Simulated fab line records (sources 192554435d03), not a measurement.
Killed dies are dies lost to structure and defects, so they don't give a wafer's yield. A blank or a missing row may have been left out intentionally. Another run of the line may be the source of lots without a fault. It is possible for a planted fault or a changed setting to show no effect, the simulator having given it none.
One fault through the eyes of 2 desks | flow n5-finfet | each desk holds nothing but its own numbers, with what lay behind them at the end

## METROLOGY DESK
What the gauges read, lot by lot, whatever tool the lot ran on: means of the sampled wafers that have a number. If a lot's mean is further than 4 standard deviations from the usual mean, the lot is out of limits and carries the mark OUT (the distance appears in the brackets).
Columns: A = M14_OVL at N5_BEOL_M14_OVL_MEAS_29, usual 3 nm
lot  | first seen here | A
L960 | day 11 02:53    | 9
L966 | day 13 12:49    | -4
L968 | day 13 17:23    | 3
L965 | day 13 18:21    | -3
L967 | day 13 20:58    | 9
L969 | day 13 21:42    | 3
L977 | day 15 20:38    | 12
L979 | day 16 20:01    | 7
L980 | day 17 14:20    | -1
L982 | day 17 17:00    | 0
L983 | day 18 07:10    | -4
This desk found nothing out of limits on any of the 11 lots.

## THE DEFECT DESK
Inspection counts along the route, by lot: the mean over sampled wafers that carry a number. If a lot's mean is further than 4 standard deviations from the usual mean, the lot is out of limits and carries the mark OUT (the distance appears in the brackets).
Columns: A = raw-defect-count at N5_BEOL_M14_INSPECT_55, usual 67
lot  | first seen here | A
L960 | day 11 07:09    | 77
L966 | day 13 16:11    | 67
L968 | day 13 20:21    | 40
L965 | day 13 21:29    | 84
L967 | day 13 23:52    | 66
L969 | day 14 00:28    | 52
L977 | day 16 01:01    | 62
L979 | day 17 00:07    | 67
L980 | day 17 21:15    | 83
L982 | day 17 21:57    | 73
L983 | day 18 12:50    | 47
This desk found nothing out of limits on any of the 11 lots.

## PUT TOGETHER
Metrology desk: nothing out of limits seen.
The defect desk saw nothing out of limits.

## WHAT THE SIMULATOR PUT IN
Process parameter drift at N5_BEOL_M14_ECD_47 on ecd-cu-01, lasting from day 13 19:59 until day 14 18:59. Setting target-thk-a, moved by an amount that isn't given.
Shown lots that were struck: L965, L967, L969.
